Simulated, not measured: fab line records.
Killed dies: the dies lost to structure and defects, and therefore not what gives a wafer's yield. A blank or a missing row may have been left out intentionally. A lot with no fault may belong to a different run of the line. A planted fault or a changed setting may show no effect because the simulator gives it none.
Chamber matching ; flow nand_harc ; NHARC_P_M2_PRE_CLEAN_32 on pecvd-04: 3 sister chambers
The step time 12 s. 16 wafers are shown with their chamber, then 8 later ones without.

EACH WAFER AND ITS CHAMBER
wafer;chamber;heater_power_w (W)
L075.2;0;543
L075.4;1;710
L075.5;0;524
L075.1;2;561
L075.3;1;715
L075.6;2;570
L078.1;0;583
L078.3;2;605
L078.4;0;589
L085.1;1;667
L085.2;0;620
L085.6;0;613
L085.3;2;555
L085.4;1;663
L085.5;2;554
L090.2;2;549

SIGNATURES, as means of the wafers listed above
reading;chamber 0;chamber 1;chamber 2;scatter within a chamber
heater_power_w;578.67;688.75;565.67;30
Rule: for each reading, subtract the chamber's mean from the wafer's reading, divide by that reading's scatter and square the result; add these up over the readings and take the root, which gives the wafer's distance from the chamber. The wafer belongs to the nearest chamber; if the next one is less than 2 further off, it can't be placed. The scatter is the square root of a quotient: the sum, over the shown wafers, of each reading's squared deviation from its chamber's mean, divided by wafers minus chambers.

WAFERS WITHOUT THEIR CHAMBER
wafer;heater_power_w (W)
L090.3;621
L090.6;554
L094.1;550
L094.2;537
L094.5;556
L097.2;656
L097.3;532
L097.6;566

WHICH CHAMBER EACH ONE RAN IN
wafer;from the rows above;in truth
L090.3;can't be placed: 0 or 2 or 1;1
L090.6;can't be placed: 2 or 0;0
L094.1;can't be placed: 2 or 0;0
L094.2;can't be placed: 2 or 0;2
L094.5;can't be placed: 2 or 0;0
L097.2;can't be placed: 1 or 0 or 2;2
L097.3;can't be placed: 2 or 0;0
L097.6;can't be placed: 2 or 0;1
Correct placement for 0 of the 8. Not placeable from these rows: 8 (in 7, the candidates include the true chamber). Wrongly placed: 0.
